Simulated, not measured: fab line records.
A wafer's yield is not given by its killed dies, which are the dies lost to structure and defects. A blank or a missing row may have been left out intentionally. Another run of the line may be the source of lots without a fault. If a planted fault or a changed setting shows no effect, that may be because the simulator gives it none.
Chamber matching | flow n5-finfet | 4 sister chambers for N5_DUMMY_GATE_ALD_02 on ald-sin-03
The step deposits SiO2, target thk 2 nm, pulse time 1 s. 4 wafers are shown with their chamber, then 8 later ones without.

EACH WAFER AND ITS CHAMBER
wafer  | chamber | heater-power-outer-w (W)
L078.4 | 2       | 253
L081.3 | 3       | 239
L086.6 | 0       | 280
L091.2 | 1       | 232

WAFERS WHOSE CHAMBER IS MISSING
wafer  | heater-power-outer-w (W)
L091.4 | 262
L091.6 | 265
L093.2 | 265
L093.3 | 282
L093.5 | 267
L095.1 | 235
L095.2 | 283
L095.5 | 268

EACH ONE'S CHAMBER
wafer  | from the rows above          | in truth
L091.4 | can't be placed: 2 or 0 or 3 | 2
L091.6 | can't be placed: 2 or 0 or 3 | 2
L093.2 | can't be placed: 2 or 0 or 3 | 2
L093.3 | 0                            | 0
L093.5 | can't be placed: 0 or 2 or 3 | 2
L095.1 | can't be placed: 1 or 3 or 2 | 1
L095.2 | 0                            | 0
L095.5 | can't be placed: 0 or 2 or 3 | 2
Correctly placed: 2 of 8. From these rows, 6 cannot be placed; in 6 the true chamber is one of the candidates. 0 placed wrongly.
How it was worked out, from the rows above alone: a wafer's distance from a chamber is the root of the sum, over the readings, of the square of ((its reading less the chamber's mean) divided by the reading's scatter). The wafer belongs to the nearest chamber; if the next one is less than 2 further off, it can't be placed. A chamber's mean is the mean of its shown wafers. The scatter (one wafer shown for each chamber): square how far every hidden wafer sits from the nearest shown wafer, average those squares and take the square root.
